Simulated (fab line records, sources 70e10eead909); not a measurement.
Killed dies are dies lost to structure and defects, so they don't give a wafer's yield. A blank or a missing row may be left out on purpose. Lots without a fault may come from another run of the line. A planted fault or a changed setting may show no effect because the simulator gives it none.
fab line records | flow nand_harc | part 1 of 2: steps 1 to 19 of 28
record lots=5 wafers=15 last_day=23
route steps=1159 shown A_CHANNEL_HOLE_D1@483 A_CHANNEL_FILL_D1@490
lots that met no fault: from a run of the same line without faults
start_h: hours from the record's first day to the start of the lot's first wafer shown | wait_h: hours since the lot's step before | " the same as in the row above | L1.1+2: a row that stands for several wafers | - no value, or no start given | * or withheld: withheld | < > ~ a bound
route shown NAME@n: a module of which the file shows steps, and the number in the route of the first | usual: mean/standard deviation of fault-free wafers | same: alike in all rows | chamber/n: place in a boat | sites: the reading at each site | _std_site: their standard deviation | _edge_site: outer sites' mean less inner sites' | radius_mm: how far each site lies from the wafer's centre | mask NAME#n: copy n | behind: the tool/chamber that last shaped the wafer | hold: why the lot was held/for how many hours/how that ended | device: the transistor (n, p or np) that didn't switch | end of line: the same wafers' tests at the end of the route | a step without rows: its recipe alone | killed: dies lost to structure and defects at the first sort, not the wafer's yield | map: a wafer's dies, x killed, . not, _ none there
set.NAME: the setting as run; set.NAME@STEP: as run at that earlier step | model.NAME: the simulator's own value behind a step, which no gauge read
lots at some steps of the route; a table a step, a row a wafer
services: from which hour (start_h, from the record's first day; less than 0 if before it) a tool's chamber was out of use, for how many hours, and why
## steps
# step NHARC_A_CHANNEL_HOLE_D1_ETCH_44
# recipe target_depth_a=1400 overetch_a=140 time_s=77 ion_energy_ev=100 cf4_flow_sccm=80 o2_flow_sccm=20 ar_flow_sccm=0 rf_w=300 bias_w=100 chemistry=CF4/O2
# usual cf4_flow_sccm=79.98/0.25 chamber_pressure_mTorr=29.998/0.028 drypump_motor_current_A=5.7/0.5 o2_flow_sccm=20.00/0.065 oes_ar_750_au=1.000/0.0046 oes_product_au=1.000/0.012 rf_vpp_V=198.2/1.3 showerhead_plenum_p_Torr=1.36/0.052 throttle_valve_pct=13.397/0.0088
# same time_s=77
# columns lot.wafer tool chamber start_h wait_h cf4_flow_sccm chamber_pressure_mTorr drypump_motor_current_A o2_flow_sccm oes_ar_750_au oes_product_au rf_hours_counter_h rf_vpp_V showerhead_plenum_p_Torr throttle_valve_pct
L079.3 rie_diel-08 3 204.51 0.1 80.45 30.035 6.3 19.91 1.003 1.009 5 198.8 1.42 13.410
L079.4 " 0 " " 80.12 30.001 6.1 20.06 1.003 1.001 5 198.3 1.38 13.400
L079.6 " 2 " " 79.92 30.012 6.3 20.03 0.992 1.001 - 197.5 1.35 13.397
L083.4 rie_diel-08 1 228.03 0.1 80.62 29.999 6.3 19.94 0.996 1.000 8 200.5 1.42 13.395
L083.1 " 2 " " 79.89 30.005 6.3 19.94 1.001 0.987 8 196.8 1.35 13.400
L083.6 " 0 " " 80.31 29.985 6.0 19.90 1.010 1.003 - 198.0 1.38 13.404
L087.1 rie_diel-08 0 260.60 0.1 80.43 29.994 6.1 20.09 1.001 1.004 8 200.7 1.38 13.403
L087.3 " 2 " " 79.91 30.066 6.3 20.05 0.999 0.984 10 198.3 1.35 13.383
L087.6 " 0 " " 79.81 29.980 6.1 20.05 1.007 1.008 - 199.0 1.38 13.399
L090.4 rie_diel-03 0 272.54 0.1 80.02 29.999 5.2 19.98 0.997 1.001 4 197.5 1.33 13.400
L090.2 " 2 " " 79.65 30.007 5.3 20.03 1.002 1.006 4 196.6 1.24 13.406
L090.5 " 3 " " 79.98 29.988 4.8 19.96 0.998 0.979 - 195.0 1.29 13.411
L094.1 rie_diel-08 3 287.00 0.1 80.06 29.999 6.3 19.97 0.998 1.007 12 199.0 1.41 13.400
L094.6 " 0 " " 79.97 29.964 6.1 19.95 1.000 0.994 - 197.7 1.38 13.399
L094.5 " 1 " " 79.63 29.999 6.3 19.98 0.995 0.991 - 200.2 1.42 13.396
# step NHARC_A_CHANNEL_HOLE_D1_STRIP_27
# recipe o2_flow_sccm=500 ar_flow_sccm=0 bias_w=0 chemistry=O2
# usual chamber_pressure_mTorr=60.01/0.06 drypump_motor_current_A=5.8/0.5 o2_flow_sccm=500.1/1.5 oes_product_au=1.000/0.013 rf_vpp_V=57.8/0.88 showerhead_plenum_p_Torr=3.58/0.13 throttle_valve_pct=17.036/0.0095
# columns lot.wafer tool chamber start_h wait_h chamber_pressure_mTorr drypump_motor_current_A o2_flow_sccm oes_product_au rf_hours_counter_h rf_vpp_V showerhead_plenum_p_Torr throttle_valve_pct
L079.3 rie_diel-08 1 - - 60.15 6.3 498.8 0.989 6 59.6 3.75 17.029
L079.4 " 0 " " 59.92 6.1 501.9 0.994 5 58.3 3.64 17.033
L079.6 " 1 " " 60.08 6.3 500.4 0.987 - 56.9 3.75 17.050
L083.4 rie_diel-08 0 - - 59.97 6.1 501.5 0.993 6 57.0 3.64 17.035
L083.1 " 1 " " 60.10 6.3 501.4 0.988 8 57.9 3.74 17.044
L083.6 " 2 " " 59.98 6.3 499.4 0.993 - 58.4 3.56 17.028
L087.1 rie_diel-08 1 - - 60.01 6.3 502.2 0.992 9 60.2 3.74 17.031
L087.3 " 0 " " 59.95 6.1 502.5 1.003 9 58.0 3.64 17.038
L087.6 " 1 " " 59.95 6.3 501.4 0.985 - 57.9 3.74 17.041
L090.4 rie_diel-03 3 - - 59.92 4.8 500.8 0.989 5 57.0 3.42 17.042
L090.2 " 1 " " 60.04 5.9 501.6 0.988 4 57.9 3.70 17.040
L090.5 " 2 " " 60.01 5.4 500.4 1.012 - 56.6 3.29 17.020
L094.1 rie_diel-08 3 - - 60.03 6.3 500.9 1.017 12 58.3 3.73 17.033
L094.5 " 3 " " 60.07 6.3 501.3 1.010 - 57.3 3.73 17.038
L094.6 " 0 " " 59.95 6.1 498.4 1.007 - 57.2 3.64 17.037
# step NHARC_A_CHANNEL_HOLE_D1_PRECLEAN_28
# recipe time_s=* temp_c=50 bath_age_min=0 chemistry=SC1
# same time_s=*
# columns lot.wafer tool chamber start_h wait_h
L079.6+4+3 wet_bench-09 3,4,7 205.15 -
L083.4+6+1 wet_bench-02 3,4,6 228.69 -
L087.6+1+3 wet_bench-02 1,2,4 261.25 -
L090.5+2+4 wet_bench-03 2,3,4 273.19 -
L094.1+6+5 wet_bench-03 5,0,2 287.63 -
# step NHARC_A_CHANNEL_HOLE_D1_SRD_29
# columns lot.wafer tool chamber start_h wait_h
L079.6+4+3 wet_bench-09 3,4,7 - -
L083.4+6+1 wet_bench-02 3,4,6 - -
L087.6+1+3 wet_bench-02 1,2,4 - -
L090.5+2+4 wet_bench-03 2,3,4 - -
L094.1+6+5 wet_bench-03 5,0,2 - -
# step NHARC_A_CHANNEL_HOLE_D1_CD_MEAS_30
# usual cd_nm=89.8/1.2
# columns lot.wafer tool chamber start_h wait_h cd_nm
L079.3 cd_sem-01 - 205.30 - 89.0
L079.4 " - " " 89.6
L079.6 " - " " 89.2
L083.1 cd_sem-03 - 228.83 - 89.7
L083.4 " - " " 89.5
L083.6 " - " " 89.3
L087.1 cd_sem-01 - 261.39 - 90.1
L087.3 " - " " 88.8
L087.6 " - " " 90.0
L090.2 cd_sem-02 - 273.33 - 91.8
L090.4 " - " " 89.7
L090.5 " - " " 92.4
L094.1 cd_sem-03 - 287.77 - 89.3
L094.5 " - " " 88.7
L094.6 " - " " 88.9
# step NHARC_A_CHANNEL_HOLE_D1_XSEM_31
# recipe landing_energy_ev=35000
# usual bot_cd_nm=74.3/1.3 bow_nm=8.64/0.2 tilt_deg=0.09/0.051
# columns lot.wafer tool chamber start_h wait_h bot_cd_nm bow_nm tilt_deg
L079.3 xsem-02 0 205.39 0.1 73.6 8.85 0.07
L079.4 " 0 " " 73.9 8.96 0.07
L079.6 " 0 " " 73.6 8.88 0.07
L083.1 xsem-01 0 228.92 0.1 74.0 8.79 0.11
L083.4 " 0 " " 73.6 8.87 0.11
L083.6 " 0 " " 73.4 8.81 0.10
L087.1 xsem-02 0 261.49 0.1 75.2 8.89 0.17
L087.3 " 0 " " 73.9 8.95 0.17
L087.6 " 0 " " 75.0 8.86 0.17
L090.2 xsem-02 0 273.42 0.1 76.0 8.63 0.08
L090.4 " 0 " " 73.5 8.62 0.08
L090.5 " 0 " " 77.4 8.57 0.08
L094.1 xsem-01 0 287.85 0.1 73.3 8.84 0.07
L094.5 " 0 " " 73.4 8.93 0.07
L094.6 " 0 " " 72.7 8.80 0.06
# step NHARC_A_CHANNEL_HOLE_D1_INSPECT_40
# usual raw_defect_count=61/19
# columns lot.wafer tool chamber start_h wait_h raw_defect_count
L079.3 defect_inspect-01 - 205.48 - 43
L079.4 " - " " 45
L079.6 " - " " 94
L083.1 defect_inspect-01 - 229.02 - 50
L083.4 " - " " 88
L083.6 " - " " 69
L087.1 defect_inspect-01 - 261.58 - 80
L087.3 " - " " 65
L087.6 " - " " 73
L090.2 defect_inspect-02 - 273.52 - 69
L090.4 " - " " 61
L090.5 " - " " 75
L094.1 defect_inspect-01 - 287.97 - 45
L094.5 " - " " 35
L094.6 " - " " 49
# step NHARC_A_CHANNEL_FILL_D1_PRECLEAN_00
# recipe time_s=* temp_c=50 bath_age_min=0 chemistry=SC1
# same time_s=*
# columns lot.wafer tool chamber start_h wait_h
L079.4+3+6 wet_bench-07 1,3,4 205.54 0.1
L083.6+1+4 wet_bench-01 6,0,2 229.07 0.0
L087.6+3+1 wet_bench-07 6,7,1 261.65 0.1
L090.4+5+2 wet_bench-04 6,0,2 273.57 0.0
L094.6+5+1 wet_bench-07 0,1,4 288.02 0.1
# step NHARC_A_CHANNEL_FILL_D1_SRD_01
# columns lot.wafer tool chamber start_h wait_h
L079.4+3+6 wet_bench-07 1,3,4 - -
L083.6+1+4 wet_bench-01 6,0,2 - -
L087.6+3+1 wet_bench-07 6,7,1 - -
L090.4+5+2 wet_bench-04 6,0,2 - -
L094.6+5+1 wet_bench-07 0,1,4 - -
# step NHARC_A_CHANNEL_FILL_D1_ALD_02
# recipe target_thk_a=60 pulse_time_s=10 ald_cycles=60 temp_c=300 material=SiO2
# usual heater_power_w=450/32 precursor_pulse_height_rel=0.999/0.019 susceptor_temp_C=299.97/0.18
# columns lot.wafer tool chamber start_h wait_h heater_power_w precursor_pulse_height_rel susceptor_temp_C
L079.4 ald_hk-01 3 205.68 - 428 1.001 299.95
L079.3 " 2 " " 458 0.993 299.84
L079.6 " 0 " " 524 1.007 299.96
L083.4 ald_hk-02 0 229.21 - 461 0.972 300.02
L083.1 " 1 " " 468 0.995 300.15
L083.6 " 1 " " 466 0.999 299.76
L087.3 ald_hk-01 0 261.86 - 489 0.981 299.92
L087.1 " 1 " " 407 1.008 299.70
L087.6 " 0 " " 510 0.972 299.84
L090.2 ald_hk-02 0 273.84 - 474 0.963 300.17
L090.4 " 2 " " 437 0.997 300.27
L090.5 " 0 " " 463 0.947 300.32
L094.1 ald_hk-02 3 290.60 - 454 1.000 300.03
L094.6 " 2 " " 447 0.984 300.05
L094.5 " 3 " " 471 0.981 300.05
# step NHARC_A_CHANNEL_FILL_D1_ALD_03
# recipe target_thk_a=60 pulse_time_s=60 ald_cycles=58 temp_c=630 pressure_torr=2 material=SiNx
# usual precursor_pulse_height_rel=0.999/0.019 susceptor_temp_C=630.01/0.29
# columns lot.wafer tool chamber start_h wait_h precursor_pulse_height_rel susceptor_temp_C
L079.3 ald_sin_batch-02 0 - - 1.018 -
L079.4 " 0 " " 0.990 -
L079.6 " 0 " " 1.029 -
L083.1 ald_sin_batch-03 0 - - 0.946 -
L083.4 " 0 " " 1.015 -
L083.6 " 0 " " 1.021 -
L087.1 ald_sin_batch-01 0 - - 0.965 629.43
L087.3 " 0 " " 0.995 629.91
L087.6 " 0 " " 0.997 630.26
L090.2 ald_sin_batch-02 0 - - 0.997 -
L090.4 " 0 " " 0.989 -
L090.5 " 0 " " 1.002 -
L094.1 ald_sin_batch-02 0 - - 1.005 629.60
L094.5 " 0 " " 0.999 629.83
L094.6 " 0 " " 0.980 629.62
# step NHARC_A_CHANNEL_FILL_D1_ALD_14
# recipe target_thk_a=25 pulse_time_s=10 ald_cycles=25 temp_c=300 material=SiO2
# usual heater_power_w=450/33 precursor_pulse_height_rel=0.998/0.021 susceptor_temp_C=300.00/0.19
# columns lot.wafer tool chamber start_h wait_h heater_power_w precursor_pulse_height_rel susceptor_temp_C
L079.3 ald_hk-01 3 212.68 0.1 426 1.036 299.94
L079.4 " 2 " " 471 0.979 300.20
L079.6 " 0 " " 523 0.974 300.29
L083.4 ald_hk-02 1 236.29 0.5 472 0.995 300.07
L083.1 " 3 " " 458 1.039 299.90
L083.6 " 1 " " 463 0.986 300.17
L087.1 ald_hk-02 0 269.08 0.3 463 0.980 300.10
L087.3 " 2 " " 426 0.999 300.10
L087.6 " 0 " " 472 0.994 299.96
L090.2 ald_hk-04 2 279.04 0.3 420 0.994 300.10
L090.4 " 3 " " 428 0.956 299.89
L090.5 " 2 " " 424 0.997 300.36
L094.1 ald_hk-01 2 298.28 0.8 449 0.989 300.22
L094.5 " 1 " " 413 1.010 300.09
L094.6 " 2 " " 464 0.990 300.21
# step NHARC_A_CHANNEL_FILL_D1_ALD_15
# recipe target_thk_a=20 pulse_time_s=60 ald_cycles=19 temp_c=630 pressure_torr=2 material=SiNx
# usual precursor_pulse_height_rel=1.003/0.019 susceptor_temp_C=630.07/0.24
# columns lot.wafer tool chamber start_h wait_h precursor_pulse_height_rel susceptor_temp_C
L079.3 ald_sin_batch-01 0 - - 1.015 630.21
L079.4 " 0 " " 1.030 630.21
L079.6 " 0 " " 1.001 630.23
L083.1 ald_sin_batch-02 0 239.19 2.7 0.997 630.01
L083.4 " 0 " " 0.964 630.05
L083.6 " 0 " " 1.034 629.84
L087.1 ald_sin_batch-01 0 - - 1.000 -
L087.3 " 0 " " 1.005 -
L087.6 " 0 " " 0.998 -
L090.2 ald_sin_batch-02 0 - - 1.000 -
L090.4 " 0 " " 1.002 -
L090.5 " 0 " " 1.005 -
L094.1 ald_sin_batch-01 0 - - 1.010 630.21
L094.5 " 0 " " 0.987 630.16
L094.6 " 0 " " 1.019 630.30
# step NHARC_A_CHANNEL_FILL_D1_ALD_16
# recipe target_thk_a=15 pulse_time_s=10 ald_cycles=15 temp_c=300 material=SiO2
# usual heater_power_w=444/33 precursor_pulse_height_rel=0.997/0.019 susceptor_temp_C=300.00/0.2
# columns lot.wafer tool chamber start_h wait_h heater_power_w precursor_pulse_height_rel susceptor_temp_C
L079.3 ald_hk-01 0 217.94 0.1 520 0.982 300.25
L079.4 " 1 " " 401 1.010 300.22
L079.6 " 3 " " 448 0.997 300.21
L083.4 ald_hk-04 2 243.77 2.5 431 0.973 300.39
L083.1 " 0 " " 452 0.997 300.15
L083.6 " 2 " " 423 1.012 300.21
L087.3 ald_hk-04 3 274.01 0.1 414 1.000 300.01
L087.1 " 1 " " 487 0.982 300.06
L087.6 " 2 " " 428 0.960 300.20
L090.2 ald_hk-01 1 284.21 0.3 413 0.972 300.15
L090.4 " 2 " " 460 1.017 299.97
L090.5 " 2 " " 453 0.992 299.97
L094.1 ald_hk-01 2 303.60 0.4 456 0.992 299.89
L094.6 " 2 " " 449 0.958 300.07
L094.5 " 3 " " 411 1.013 299.57
# step NHARC_A_CHANNEL_FILL_D1_ANNEAL_17
# recipe temp_c=850 time_s=1800
# usual spike_tc_lower_C=850.7/1.6 zone_power_upper_pct=16.6/0.61
# same time_s=1800
# columns lot.wafer tool chamber start_h wait_h spike_tc_lower_C zone_power_upper_pct
L079.3 furnace-05 0 221.06 - 851.1 17.1
L079.4 " 0 " " 849.0 17.4
L079.6 " 0 " " 849.8 16.8
L083.1 furnace-05 0 246.80 - 851.6 17.2
L083.4 " 0 " " 849.5 17.1
L083.6 " 0 " " 850.5 17.0
L087.1 furnace-04 0 277.15 - 852.4 15.8
L087.3 " 0 " " 853.8 16.0
L087.6 " 0 " " 851.8 15.8
L090.2 furnace-05 0 287.21 - 849.0 17.0
L090.4 " 0 " " 852.6 17.3
L090.5 " 0 " " 850.8 17.2
L094.1 furnace-04 0 306.92 - 852.4 15.9
L094.5 " 0 " " 851.3 15.9
L094.6 " 0 " " 853.0 15.7
# step NHARC_A_CHANNEL_FILL_D1_CVD_18
# recipe target_thk_a=30 temp_c=550 material=poly-Si
# usual spike_tc_lower_C=550.6/1.1 zone_power_upper_pct=7.6/0.54
# columns lot.wafer tool chamber start_h wait_h spike_tc_lower_C zone_power_upper_pct
L079.3 lpcvd_poly-03 0 227.61 - 551.4 7.2
L079.4 " 0 " " 549.2 7.1
L079.6 " 0 " " 550.4 7.2
L083.1 lpcvd_poly-03 0 253.30 - 550.1 7.4
L083.4 " 0 " " 550.7 7.2
L083.6 " 0 " " 549.9 7.2
L087.1 lpcvd_poly-04 0 283.51 - 550.4 8.3
L087.3 " 0 " " 551.2 8.1
L087.6 " 0 " " 549.4 8.3
L090.2 lpcvd_poly-04 0 293.61 - 551.1 8.4
L090.4 " 0 " " 550.0 8.3
L090.5 " 0 " " 550.3 8.3
L094.1 lpcvd_poly-04 0 313.28 - 550.0 8.4
L094.5 " 0 " " 550.3 8.1
L094.6 " 0 " " 549.5 8.5
# step NHARC_A_CHANNEL_FILL_D1_ETCHBACK_19
# recipe target_depth_a=50 time_s=1.7 hbr_flow_sccm=150 cl2_flow_sccm=50 rf_w=400 icp_w=400 bias_w=100 chemistry=HBr/Cl2
# usual chamber_pressure_mTorr=15.000/0.015 drypump_motor_current_A=6.1/0.42 he_backside_leak_sccm=2.8/0.31 oes_product_au=1.004/0.008 throttle_valve_pct=26.405/0.0093
# same time_s=1.7
# columns lot.wafer tool chamber start_h wait_h chamber_pressure_mTorr drypump_motor_current_A he_backside_leak_sccm oes_product_au rf_hours_counter_h throttle_valve_pct
L079.3 rie_si-06 3 229.66 0.4 14.996 6.0 2.9 1.018 0.3 26.416
L079.4 " 0 " " 15.016 6.1 2.5 1.003 0.3 26.404
L079.6 " 3 " " 14.983 6.0 2.9 1.020 - 26.403
L083.4 rie_si-06 0 255.38 0.4 14.983 6.2 2.5 1.004 0.6 26.396
L083.1 " 2 " " 14.999 6.5 2.6 1.006 0.5 26.399
L083.6 " 1 " " 15.017 6.6 2.4 1.002 - 26.409
L087.3 rie_si-02 0 285.56 0.4 14.996 5.8 2.8 1.009 0.6 26.414
L087.1 " 2 " " 15.020 5.9 2.9 1.000 0.5 26.399
L087.6 " 3 " " 15.013 5.8 2.6 0.999 - 26.405
L090.4 rie_si-01 2 295.65 0.4 15.004 4.7 2.9 1.011 1.4 26.407
L090.2 " 3 " " 15.022 5.7 3.1 0.991 1.7 26.408
L090.5 " 3 " " 15.007 5.7 2.9 0.996 - 26.408
L094.1 rie_si-06 0 315.41 0.4 15.014 6.2 2.4 0.994 1.2 26.392
L094.5 " 2 " " 15.015 6.5 2.9 0.994 - 26.397
L094.6 " 0 " " 15.001 6.2 2.4 0.997 - 26.409
# step NHARC_A_CHANNEL_FILL_D1_ETCHBACK_20
# recipe target_depth_a=270 time_s=13.5 c4f8_flow_sccm=withheld o2_flow_sccm=8 ar_flow_sccm=withheld rf_w=600 bias_w=1500 chemistry=C4F8/O2/Ar
# usual chamber_pressure_mTorr=24.998/0.023 oes_product_au=0.97/0.035 rf_vpp_V=975/4.7
# same time_s=13.5
# columns lot.wafer tool chamber start_h wait_h chamber_pressure_mTorr oes_product_au rf_hours_counter_h rf_vpp_V
L079.3 rie_diel-09 1 229.78 - 25.012 0.92 5 970
L079.4 " 3 " " 24.999 0.91 6 971
L079.6 " 2 " " 25.027 0.92 - 981
L083.1 rie_diel-11 0 255.53 - 25.007 1.00 1 985
L083.4 " 1 " " 24.977 1.00 2 976
L083.6 " 3 " " 25.053 1.01 - 973
L087.3 rie_diel-11 1 285.69 - 24.952 0.94 2 974
L087.1 " 3 " " 25.008 0.93 2 972
L087.6 " 1 " " 25.034 0.94 - 976
L090.2 rie_diel-09 0 295.78 - 25.008 1.01 1 974
L090.4 " 1 " " 25.027 0.97 1 970
L090.5 " 0 " " 25.058 1.01 - 972
L094.1 rie_diel-09 2 315.57 - 24.956 0.98 2 980
L094.6 " 3 " " 24.962 0.95 - 970
L094.5 " 0 " " 24.984 0.96 - 973
# step NHARC_A_CHANNEL_FILL_D1_STRIP_28
# recipe time_s=20 o2_flow_sccm=500 ar_flow_sccm=0 bias_w=0 chemistry=O2
# usual chamber_pressure_mTorr=59.99/0.046 drypump_motor_current_A=5.7/0.51 o2_flow_sccm=500.3/2 oes_product_au=1.003/0.012 rf_vpp_V=57.7/0.88 showerhead_plenum_p_Torr=3.46/0.11 throttle_valve_pct=17.035/0.0082
# same time_s=20
# columns lot.wafer tool chamber start_h wait_h chamber_pressure_mTorr drypump_motor_current_A o2_flow_sccm oes_product_au rf_hours_counter_h rf_vpp_V showerhead_plenum_p_Torr throttle_valve_pct
L079.3 rie_diel-09 1 229.88 0.1 59.99 5.3 502.1 0.991 5 58.2 3.34 17.039
L079.4 " 0 " " 59.96 5.6 498.8 1.018 6 57.4 3.42 17.042
L079.6 " 1 " " 59.95 5.3 504.1 1.001 - 59.4 3.34 17.042
L083.4 rie_diel-11 0 255.60 0.1 60.03 6.6 500.4 1.005 1 58.0 3.69 17.035
L083.1 " 1 " " 59.98 6.0 499.8 1.003 2 57.4 3.46 17.039
L083.6 " 0 " " 60.02 6.6 498.6 0.999 - 57.5 3.69 17.041
L087.1 rie_diel-11 0 285.77 0.1 60.04 6.6 500.4 1.005 2 57.9 3.69 17.038
L087.3 " 2 " " 59.94 5.9 499.9 1.001 2 58.8 3.38 17.031
L087.6 " 3 " " 60.00 6.3 501.5 1.003 - 57.7 3.39 17.028
L090.4 rie_diel-09 3 295.87 0.1 59.95 5.0 515.6 0.996 1 57.3 3.35 17.031
L090.2 " 1 " " 59.97 5.3 501.1 0.978 1 58.3 3.34 17.032
L090.5 " 3 " " 59.99 5.1 498.8 0.989 - 57.8 3.35 17.034
L094.1 rie_diel-09 1 315.63 0.1 60.03 5.3 500.1 0.980 1 57.6 3.34 17.045
L094.5 " 0 " " 60.06 5.5 501.4 1.012 - 57.7 3.42 17.039
L094.6 " 1 " " 60.02 5.3 502.5 0.981 - 57.1 3.34 17.038
